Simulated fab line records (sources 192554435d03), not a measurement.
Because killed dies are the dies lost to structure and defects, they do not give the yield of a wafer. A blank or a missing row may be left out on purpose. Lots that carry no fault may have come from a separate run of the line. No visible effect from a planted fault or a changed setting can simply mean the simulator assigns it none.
fab line records ; flow n5_finfet
[record] lots = 4; wafers = 12; last_day = 18
route steps=1938 shown STI_FIN_REVEAL@183 DUMMY_GATE@212 BEOL_M4@1111 PASSIVATION@1936
lots that met no fault: taken from a fault-free run of the same line
start_h: the number of hours between the record's first day and the start of the first shown wafer of the lot ; wait_h: hours from the lot's prior step to this one ; " as in the row above ; L1.1+2: a single row standing in for several wafers ; - no value, or no start given ; * or withheld: withheld ; < > ~ a bound
route shown NAME@n: NAME is a module with steps in the file, n the number in the route of the first one ; usual: mean and standard deviation over wafers with no fault ; same: alike in all rows ; chamber/n: place in a boat ; sites: each site's reading ; _std_site: the standard deviation of these ; _edge_site: outer sites' mean less inner sites' ; radius_mm: for every site, how far away it sits from the centre of the wafer ; mask NAME#n: copy n ; behind: tool/chamber where the wafer was last shaped ; hold: the reason the lot was held/the length of the hold in hours/how it ended ; device: the transistor (n, p or np) that didn't switch ; end of line: tests run on the same wafers once the route is complete ; a step given without rows: its recipe and nothing more ; killed: at the first sort, the dies lost to defects and structure; wafer yield is something else ; map: a wafer's dies, marking killed ones x, the rest . and places with no die _
set.NAME: the setting as run; set.NAME@STEP: as run at that earlier step ; model.NAME: the simulator's own value behind a step, which no gauge read
lots at some steps of the route; a table a step, a row a wafer
[[steps]]
[step N5_STI_FIN_REVEAL_ALD_00]
[recipe] material = SiO2; target_thk_a = 10; temp_c = 300; ald_precursor_family = BDEAS; ald_co_reactant = O2-plasma; pulse_time_s = 1; pressure_torr = 2
[step N5_STI_FIN_REVEAL_ALD_14]
[recipe] material = Si3N4; target_thk_a = 30; temp_c = 400; ald_precursor_family = SiH2I2; ald_co_reactant = N2/H2-plasma; pressure_torr = 2
[step N5_STI_FIN_REVEAL_FCVD_FILL_01]
[recipe] material = SiO2_flowable; target_thk_a = 3120; temp_c = 100; pressure_torr = 0.8; rf_w = 2000; time_s = 512.2
[step N5_STI_FIN_REVEAL_DENSIFY_02]
[recipe] temp_c = 650; ambient = steam; time_s = 1800; idle_temp_c = 400; densification_p_h2o_torr = 640
[step N5_STI_FIN_REVEAL_CMP_04]
[recipe] stop_on = Si3N4; t_overpolish_s = 4; down_force_psi = 2; platen_rpm = 54.18; post_cmp_clean = alkaline_brush; pad_velocity_m_s = 1.078; target_thk_nm = 131.83
[step N5_STI_FIN_REVEAL_DENSIFY_30]
[recipe] temp_c = *; time_s = *; ambient = N2; idle_temp_c = 600; ramp_up_c_per_s = 150; ramp_down_c_per_s = 60; cool_to_c = 600
[step N5_STI_FIN_REVEAL_ETCHBACK_08]
[recipe] chemistry = C4F6/O2; target = SiO2; target_depth_a = 305; time_s = 10.167; ion_energy_ev = 250; pressure_mtorr = 30; source_w = 345; bias_w = 185; Ar_flow_sccm = 300; C4F6_flow_sccm = 10; O2_flow_sccm = 10
[step N5_STI_FIN_REVEAL_STRIP_24]
[recipe] chemistry = N2/H2; time_s = 90; power_w = 100; temp_c = 40; pressure_mtorr = 100; rf_frequency_hz = 6e+07; bias_power_w = 3; n2_flow_sccm = 300; h2_flow_sccm = 300
[step N5_STI_FIN_REVEAL_PRECLEAN_25]
[recipe] chemistry = SPM; time_s = 90; temp_c = 120; mix = 4:1
[step N5_STI_FIN_REVEAL_PRECLEAN_26]
[recipe] chemistry = SC1; time_s = 45; temp_c = 46; mix = 1:2:100
[step N5_STI_FIN_REVEAL_PRECLEAN_29]
[recipe] chemistry = DHF; time_s = 30; temp_c = 25; dilution = 300:1
[usual] temp_c = 24.99/0.11
lot.wafer;tool;chamber;start_h;wait_h;temp_c
L432.3;wet_bench-02;0;64.62;0.0;25.15
L432.5;wet_bench-02;3;64.62;0.0;24.85
L432.6;wet_bench-02;7;64.62;0.0;25.09
L442.3;wet_bench-02;3;125.60;0.0;24.92
L442.5;wet_bench-02;7;125.60;0.0;25.05
L442.6;wet_bench-02;0;125.60;0.0;24.96
L444.2;wet_bench-02;5;138.40;0.0;25.17
L444.5;wet_bench-02;2;138.40;0.0;24.99
L444.6;wet_bench-02;3;138.40;0.0;24.94
L450.3;wet_bench-01;4;172.77;0.0;25.00
L450.4;wet_bench-01;3;172.77;0.0;24.94
L450.5;wet_bench-01;7;172.77;0.0;25.10
[step N5_STI_FIN_REVEAL_SRD_12]
[recipe] time_s = 30; temp_c = 23; rinse_liquid = diw; dry = ipa_marangoni
[step N5_STI_FIN_REVEAL_RECESS_09]
[recipe] chemistry = HF/NH3; target = SiO2; afs_cycles = 11; target_depth_a = 425; temp_c = 30; sublimation_temp_c = 180; sublimation_time_s = 60
[step N5_STI_FIN_REVEAL_STRIP_16]
[recipe] chemistry = H3PO4; material = SiNx; temp_c = 165; target_depth_a = 238; overetch_fraction = 0.4964; dry = ipa_marangoni
[step N5_STI_FIN_REVEAL_PRECLEAN_17]
[recipe] chemistry = NF3:NH3; afs_cycles = 1; temp_c = 30; time_s = 20; sublimation_temp_c = 180; sublimation_time_s = 60; pressure_torr = 3; rf_power_w = 30
[step N5_STI_FIN_REVEAL_ETCH_34]
[recipe] chemistry = H2; mode = isotropic; material = Si; target = Si; target_depth_a = 9.7; temp_c = 20; pressure_mtorr = 4.5; icp_w = 300; bias_w = 0; h2_flow_sccm = 7.5; he_flow_sccm = 142.5
[step N5_STI_FIN_REVEAL_OXIDATION_31]
[recipe] chemistry = O2_PLASMA_REMOTE; temp_c = 150; time_s = 20; pressure_mtorr = 1000; source_power_w = 2000; o2_flow_sccm = 3000
[step N5_STI_FIN_REVEAL_PRECLEAN_32]
[recipe] chemistry = NF3:NH3; afs_cycles = 1; temp_c = 30; time_s = 20; sublimation_temp_c = 180; sublimation_time_s = 60; pressure_torr = 3; rf_power_w = 30
[step N5_STI_FIN_REVEAL_STRIP_35]
[recipe] chemistry = H3PO4; material = Si3N4; temp_c = 165; target_depth_a = 40; time_s = 39
[step N5_STI_FIN_REVEAL_SRD_21]
[recipe] dry = ipa_marangoni; time_s = 30; temp_c = 23; rinse_liquid = diw
[step N5_STI_FIN_REVEAL_OXIDATION_33]
[recipe] chemistry = O2_PLASMA_REMOTE; temp_c = 150; time_s = 20; pressure_mtorr = 1000; source_power_w = 2000; o2_flow_sccm = 3000
[step N5_STI_FIN_REVEAL_CLEAN_19]
[recipe] chemistry = O3/DIW; temp_c = 25; time_s = 120; o3_ppm = 10
[step N5_STI_FIN_REVEAL_SRD_23]
[recipe] dry = ipa_marangoni; time_s = 30; temp_c = 23; rinse_liquid = diw
[step N5_STI_FIN_REVEAL_PRECLEAN_18]
[recipe] chemistry = SC2; time_s = 45; temp_c = 35; mix = 1:1:50
[step N5_STI_FIN_REVEAL_SRD_28]
[recipe] dry = ipa_marangoni; time_s = 30; temp_c = 23; rinse_liquid = diw
[step N5_STI_FIN_REVEAL_INSPECT_13]
[recipe] inspect_instrument = darkfield; mode = post_clean
[usual] raw_defect_count = 12/5.2
lot.wafer;tool;chamber;start_h;wait_h;raw_defect_count
L432.3;defect_inspect-01;-;68.02;0.0;5
L432.5;defect_inspect-01;-;68.02;0.0;17
L432.6;defect_inspect-01;-;68.02;0.0;9
L442.3;defect_inspect-02;-;129.06;0.0;821
L442.5;defect_inspect-02;-;129.06;0.0;834
L442.6;defect_inspect-02;-;129.06;0.0;801
L444.2;defect_inspect-02;-;141.24;0.0;805
L444.5;defect_inspect-02;-;141.24;0.0;853
L444.6;defect_inspect-02;-;141.24;0.0;834
L450.3;defect_inspect-01;-;175.61;0.0;20
L450.4;defect_inspect-01;-;175.61;0.0;15
L450.5;defect_inspect-01;-;175.61;0.0;18
[step N5_DUMMY_GATE_PRECLEAN_00]
[recipe] chemistry = O3/DIW; time_s = 60; temp_c = 22; o3_ppm = 10
[step N5_BEOL_M4_RC_MEAS_101]
[usual] DIBL_N = 36.0/1.7; DIBL_P = 36.0/2; IOFF_N = 0.156/0.028; IOFF_P = 0.21/0.04; ION_N = 673/12; ION_P = 463/8.3; SS_N = 71.4/0.6; SS_P = 73.3/0.66; VT_N = 250/3; VT_P = -250/3.8
lot.wafer;tool;chamber;start_h;wait_h;DIBL_N[mV/V];DIBL_P[mV/V];IOFF_N[nA/um];IOFF_P[nA/um];ION_N[uA/um];ION_P[uA/um];SS_N[mV/dec];SS_P[mV/dec];VT_N[mV];VT_P[mV]
L432.3;prober-01;0;190.76;0.3;37.4;38.2;0.173;0.26;684;472;71.7;74.2;247;-245
L432.5;prober-01;0;190.76;0.3;35.7;35.0;0.137;0.20;668;456;70.9;72.8;252;-251
L432.6;prober-01;0;190.76;0.3;35.6;34.9;0.127;0.19;654;456;72.3;72.7;252;-251
L442.3;prober-02;0;254.33;0.3;33.7;33.7;0.131;0.16;664;451;70.9;73.4;251;-256
L442.5;prober-02;0;254.33;0.3;34.3;34.9;0.139;0.17;663;460;71.5;73.0;253;-254
L442.6;prober-02;0;254.33;0.3;35.4;35.7;0.154;0.18;677;458;72.2;73.6;248;-253
L444.2;prober-02;0;274.30;0.2;36.8;36.6;0.163;0.23;694;475;71.6;72.9;247;-247
L444.5;prober-02;0;274.30;0.2;38.2;37.5;0.184;0.24;700;476;72.0;73.9;248;-245
L444.6;prober-02;0;274.30;0.2;38.3;37.1;0.164;0.23;673;463;72.0;73.0;250;-249
L450.3;prober-02;0;312.89;0.3;37.0;38.0;0.186;0.23;682;463;71.3;73.9;247;-249
L450.4;prober-02;0;312.89;0.3;38.8;40.0;0.218;0.26;711;480;72.0;74.3;244;-247
L450.5;prober-02;0;312.89;0.3;36.3;37.7;0.167;0.21;698;474;71.3;73.4;250;-252
[step N5_PASSIVATION_PROBE_49]
[usual] defect_limited_yield = 91.6/1.6; killed_at_M0_to_M3 = 31/10; killed_at_M4_up = 14/6.3; killed_at_contacts = 12/6.1; killed_at_front_end = 39/12; killed_at_other = 3.7/2.8; killed_dies = 100/19; killed_on_rim = 13/4.2; killed_open = 66/14; killed_short = 33/8.1; sort_bin_5_function = 5.0/1.1; sort_bin_6_memory = 3.2/0.66; sort_n_pass = 1080/18; sort_yield_pct = 91.6/1.6
[same] gross_dies = 1180; killed_at_back_side = 0; sort_bin_4_leakage[%] = 0; sort_bin_8_speed[%] = 0
lot.wafer;tool;chamber;start_h;wait_h;defect_limited_yield[%];killed_at_M0_to_M3;killed_at_M4_up;killed_at_contacts;killed_at_front_end;killed_at_other;killed_dies;killed_on_rim;killed_open;killed_short;sort_bin_5_function[%];sort_bin_6_memory[%];sort_n_pass;sort_yield_pct[%]
L442.3;prober-02;-;366.54;0.1;87.6;22;8;2;109;5;146;29;47;26;7.6;2.9;1034;87.6
L442.5;prober-02;-;366.64;0.2;81.6;39;13;6;157;2;217;30;63;42;10.9;4.6;963;81.6
L442.6;prober-02;-;366.69;0.3;83.6;15;13;6;159;1;194;28;74;20;10.5;3.3;986;83.6
L444.2;prober-02;-;376.75;0.1;78.8;28;20;17;180;5;250;36;78;42;13.6;4.6;930;78.8
L444.5;prober-02;-;376.90;0.2;81.4;21;12;12;172;3;220;14;59;29;11.6;3.6;960;81.4
L444.6;prober-02;-;376.95;0.3;82.5;35;18;14;137;3;207;38;76;61;10.5;4.4;973;82.5
// killed by level:class
L442.3 STI_FIN_REVEAL:unspecified=71 FIN_SAQP:geometric_particle:open=11 SPACER0:geometric_particle:short=8 SPACER0:geometric_particle:open=5 BEOL_M2:geometric_particle:open=5 BEOL_M0:geometric_particle:open=4 FIN_SAQP:geometric_particle:short=3 BEOL_M1:geometric_particle:open=3
L442.5 STI_FIN_REVEAL:unspecified=112 FIN_SAQP:geometric_particle:open=11 BEOL_M0_SAQP:geometric_particle:short=9 STI_FIN_REVEAL:geometric_particle:open=8 BEOL_M3:geometric_particle:open=7 GATE_CUT:geometric_particle:short=6 BEOL_M1:geometric_particle:open=6 FIN_SAQP:geometric_particle:short=5
L442.6 STI_FIN_REVEAL:unspecified=98 FIN_SAQP:geometric_particle:open=13 STI_FIN_REVEAL:geometric_particle:open=9 DUMMY_GATE:geometric_particle:open=8 GATE_CUT:geometric_particle:open=7 MOL_CONTACT_COAG:geometric_particle:open=6 GATE_CUT:geometric_particle:short=5 BEOL_M1:geometric_particle:open=5
L444.2 STI_FIN_REVEAL:unspecified=126 BEOL_M4:geometric_particle:open=14 FIN_SAQP:geometric_particle:open=13 FIN_SAQP:geometric_particle:short=13 MOL_CONTACT_COAG:geometric_particle:open=13 BEOL_M0_SAQP:geometric_particle:short=7 BEOL_M2:geometric_particle:open=6 BEOL_M0_SAQP:geometric_particle:open=6
L444.5 STI_FIN_REVEAL:unspecified=130 MOL_CONTACT_COAG:geometric_particle:open=12 FIN_SAQP:geometric_particle:open=10 BEOL_M2:geometric_particle:open=7 STI_FIN_REVEAL:geometric_particle:short=5 BEOL_M4:geometric_particle:open=5 GATE_CUT:geometric_particle:open=4 GATE_CUT:geometric_particle:short=4
L444.6 STI_FIN_REVEAL:unspecified=70 FIN_SAQP:geometric_particle:short=22 FIN_SAQP:geometric_particle:open=21 BEOL_M4:geometric_particle:open=15 BEOL_M0_SAQP:geometric_particle:short=12 MOL_CONTACT_COAG:geometric_particle:open=10 ILD0:geometric_particle:open=7 BEOL_M0_SAQP:geometric_particle:open=7
// map L442.5 (x killed, . not)
_________________.x.x........________________
______________.................._____________
___________.x......................__________
__________...x....x................._________
________..x.......x.x............x...._______
_______........x..x....................______
______........x........x.......x........_____
_____x..x.................x..............____
____.....x.........x...x..................___
___............x......xx..x........xx...x..__
___.x....x......x.......x......xxx....x....__
__...........x..xx....x.......x............._
__.............x..........x.x..............._
_........x...xx.....x..............x........x
_..................................x......x..
_.....................x..........x...........
_..........x.....x.....x.x...................
_.....x.....xx............................x..
_x.........x...x.........x............x..x...
_...................xx.x.....................
_.x.......xx..x..........x................x..
__....xxx.xxx.......x......................._
__...xxxxxxxx..xx...........x....x......x..._
___xxxxxxxxxxxxxx..........xx..............__
___xx.xxxxxxxxxxxxxx............x..........__
____xxxxxxxxxxxxxx..x...x..x..............___
_____xxxxxxxxxxxxx.x.........x.x.x..x....____
______xxxxxxxxxxx......................._____
_______xxxxxxxxx.xx.....x........x....x______
________xxxxxxxxxx........x..........._______
__________xxxx.xx.......x..........._________
___________..xxxx...x.........x....__________
______________..........x......._____________
_________________xx.x........________________
// map L444.2 (x killed, . not)
_________________.....x......________________
______________..............x..._____________
___________................x.......__________
__________..........x..............._________
________..........x..................._______
_______..........x.....x...x........x.x______
______............x.............x...x..x_____
_____......x........x...x.x........xxxx..____
____....x.........xx....x......x....xxxxxx___
___...........x..................xxxxxxxxxx__
___...x.x...........xx.........xxxxxxxxxxxx__
__.x...xx.........x...........xxxxxxxxxxxxxx_
__.........xx....x...x....x....xxxxxxxxxxxxx_
_....x.....................x....xxxxxxxxxxxxx
_......x......................x.xxxxxxxxxxxxx
_x........x..........x....x.....x.xxxxxxxxxxx
_......x.x.............x.x.......xxxxxxxxxxx.
_........x..x........x.x.........x.xxxxxxxxxx
_...........x.....x.......x.....x...x.xxxx...
_.x.......xx............x.......xx.....xx...x
_...xx.x...............x..x....xx.x.........x
__..x...............x..x.......x...x......x._
__........................................xx_
___...x...................x..x.............__
___xx...........x..........................__
____xxx...x....x.............x...........x___
_____x..........x..................x..x..____
______x..............x..........x..x.xx._____
_______..x............x.x...x..x...x...______
________.....x....x....x.......x....x._______
__________.........xx..............._________
___________.......x.........x.....x__________
______________..........x.....x._____________
_________________..........xx________________
[[key]]
[first_sign] step = N5_STI_FIN_REVEAL_INSPECT_13; reading = raw_defect_count; direction = up; sigmas = 99+; usual = 12; struck = 825
[effect] step = N5_PASSIVATION_PROBE_49; reading = killed_at_front_end; direction = up; sigmas = 9.3; usual = 39; struck = 152
[more_kills_born_at] N5_STI_FIN_REVEAL_PRECLEAN_29@wet_bench-02 = 607
met_at N5_STI_FIN_REVEAL_PRECLEAN_29
struck_wafers L442.3,L442.5,L442.6,L444.2,L444.5,L444.6
onset_between 64.62 125.60
[fault] kind = chamber_particle_source; tool = wet_bench-02; chamber = -; onset_h = 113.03; steps = N5_STI_FIN_REVEAL_PRECLEAN_29; rate_per_visit_cm2 = 1.2379; end_h = 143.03
